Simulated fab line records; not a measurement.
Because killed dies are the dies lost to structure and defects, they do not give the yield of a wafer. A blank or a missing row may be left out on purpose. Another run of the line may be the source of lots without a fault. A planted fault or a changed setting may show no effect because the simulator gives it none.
Shared-tool check ; flow n5_finfet ; 9 lots, 27 wafers sampled

## THE REASON FOR OPENING IT
2 of 9 lots carry a flag on the reading CJ_P at N5_BEOL_M4_RC_MEAS_101. Fault-free wafers read 5.85, with a standard deviation of 0.16.
Rule: a lot gets a flag if all its wafers with a number sit over 4 standard deviations from that mean, or if no wafer of it has a number. The rest of the lots are taken to be sound.

lot;measured;on;CJ_P, wafer by wafer;flag
L407;day 7 19:40;prober-02;6.05 6.03 6.05;
L411;day 8 20:38;prober-02;5.96 5.99 6.06;
L412;day 9 08:31;prober-01;6.02 5.81 5.90;
L414;day 9 17:13;prober-01;5.41 5.71 5.61;
L424;day 12 09:31;prober-01;4.96 5.01 4.95;FLAGGED
L422;day 12 13:22;prober-02;5.07 5.12 5.08;FLAGGED
L426;day 12 20:54;prober-01;5.94 5.86 5.82;
L428;day 12 23:56;prober-01;5.71 5.66 5.97;
L430;day 13 23:44;prober-02;5.89 6.12 6.03;
On average the flagged lots' numbers are 5.03, which is -0.82 against the usual, or -5 standard deviations.

## WHICH TOOL RAN EACH LOT
3 process steps preceding the reading are held in the record, out of 1938 steps in the route. Read each cell as the tool, then ch plus the chambers that the sampled wafers visited, then the start.
lot;flag;N5_WELL_APT_IMPLANT_15;N5_WELL_APT_DESCUM_30;N5_WELL_APT_RTA_34
L407;;implanter-02 ch 0, day 1 14:07;rie_diel-05 ch 0,1,2, day 1 15:04;rtp_anneal-02 ch 0, day 1 15:54
L411;;implanter-01 ch 0, day 2 14:08;rie_diel-02 ch 0,1, day 2 15:02;rtp_anneal-02 ch 0, day 2 15:52
L412;;implanter-02 ch 0, day 2 20:13;rie_diel-05 ch 1,2,3, day 2 21:03;rtp_anneal-02 ch 0, day 2 21:49
L414;;implanter-02 ch 0, day 3 08:05;rie_diel-02 ch 0,2, day 3 09:19;rtp_anneal-01 ch 0, day 3 10:14
L424;FLAGGED;implanter-02 ch 0, day 5 20:13;rie_diel-04 ch 1,3, day 5 21:31;rtp_anneal-01 ch 0, day 5 22:18
L422;FLAGGED;implanter-02 ch 0, day 5 08:35;rie_diel-04 ch 0,1, day 5 09:32;rtp_anneal-01 ch 0, day 5 10:20
L426;;implanter-01 ch 0, day 6 07:55;rie_diel-02 ch 0,2, day 6 08:53;rtp_anneal-01 ch 0, day 6 09:55
L428;;implanter-01 ch 0, day 6 20:09;rie_diel-05 ch 0,1,2, day 6 21:05;rtp_anneal-01 ch 0, day 6 22:07
L430;;implanter-01 ch 0, day 7 08:22;rie_diel-02 ch 0,2, day 7 09:39;rtp_anneal-02 ch 0, day 7 10:32
What these steps do:
- N5_WELL_APT_IMPLANT_15
- N5_WELL_APT_DESCUM_30: chemistry O2, time 7.9 s.
- N5_WELL_APT_RTA_34: time 10 s.
- N5_BEOL_M4_RC_MEAS_101

## FLAGGED OVER TOTAL, TOOL BY TOOL (the gauges that took the reading come last)
step;tool;lots run;flagged;share of the flagged lots;sound lots run after its first flagged lot
N5_WELL_APT_IMPLANT_15;implanter-01;4;0;none;-
N5_WELL_APT_IMPLANT_15;implanter-02;5;2;all;0
N5_WELL_APT_DESCUM_30;rie_diel-02;4;0;none;-
N5_WELL_APT_DESCUM_30;rie_diel-04;2;2;all;0
N5_WELL_APT_DESCUM_30;rie_diel-05;3;0;none;-
N5_WELL_APT_RTA_34;rtp_anneal-01;5;2;all;2 (L426,L428)
N5_WELL_APT_RTA_34;rtp_anneal-02;4;0;none;-
N5_BEOL_M4_RC_MEAS_101;prober-01;5;1;some;2 (L426,L428)
N5_BEOL_M4_RC_MEAS_101;prober-02;4;1;some;1 (L430)

## WHAT IS ALLOWED BY THE TABLE
In the table, 3 rows ran each flagged lot (implanter-02 at N5_WELL_APT_IMPLANT_15; rie_diel-04 at N5_WELL_APT_DESCUM_30; rtp_anneal-01 at N5_WELL_APT_RTA_34).
- implanter-02 at N5_WELL_APT_IMPLANT_15 ran 5 lots, 2 of them flagged. A fault beginning between L414 (day 3 08:05), its last sound lot, and L422 (day 5 08:35), its first flagged one, fits the data. Its own readings (dose_ions_cm2, faraday_current_uA) fall more than 4 standard deviations out on all wafers of the flagged lots.
- rie_diel-04 at N5_WELL_APT_DESCUM_30 ran 2 lots, 2 of them flagged. The start can't be narrowed down: in this sample, it ran no sound lot prior to its first flagged lot.
- rtp_anneal-01 at N5_WELL_APT_RTA_34 ran 5 lots, 2 of them flagged. After the first flagged lot (L426, L428), sound lots still ran on it; a lasting fault on the whole tool would not permit that.
Counting lots can't tell these 2 tools apart, because each fits a fault that began at some hour. More lots, or a look at what each step does to the wafer, might.

## WHAT THE SIMULATOR HAD PUT IN
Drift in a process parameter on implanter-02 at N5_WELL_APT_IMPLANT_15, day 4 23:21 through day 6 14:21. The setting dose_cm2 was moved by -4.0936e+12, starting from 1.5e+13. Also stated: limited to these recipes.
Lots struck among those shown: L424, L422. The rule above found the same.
